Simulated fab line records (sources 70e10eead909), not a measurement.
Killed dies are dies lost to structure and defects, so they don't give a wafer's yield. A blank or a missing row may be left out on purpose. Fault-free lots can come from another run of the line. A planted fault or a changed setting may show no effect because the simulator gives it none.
Chamber matching    flow nand harc    rie diel-02 running NHARC_P_M2_STRIP_18: 4 sister chambers
The step strips in N2/H2. 4 wafers are shown with their chamber, then 9 later ones without.

## EACH WAFER AND ITS CHAMBER
wafer   chamber  showerhead plenum p Torr (Torr)
L079.1  0        2.09
L085.2  1        2.06
L085.3  3        2.15
L085.6  2        1.96

## WAFERS MISSING THEIR CHAMBER
wafer   showerhead plenum p Torr (Torr)
L092.1  2.06
L092.3  1.95
L092.6  2.06
L093.3  2.06
L093.5  1.95
L093.6  2.15
L097.2  2.15
L097.3  2.09
L097.5  2.06

## CHAMBER TAKEN BY EACH
wafer   from the rows above  in truth
L092.1  1                    1
L092.3  2                    2
L092.6  1                    1
L093.3  1                    1
L093.5  2                    2
L093.6  3                    3
L097.2  3                    3
L097.3  0                    0
L097.5  1                    1
Correct placement for 9 of the 9. Left unplaced by these rows: 0. 0 placed wrongly.
How it was worked out, from the rows above alone: a wafer's distance from a chamber is the root of the sum, over the readings, of the square of ((its reading less the chamber's mean) divided by the reading's scatter). The wafer belongs to the nearest chamber; if the next one is less than 2 further off, it can't be placed. The mean given for a chamber averages the wafers shown for that chamber. The scatter: with one shown wafer a chamber, the root of the mean of the squares of how far each hidden wafer lies from its nearest shown one.
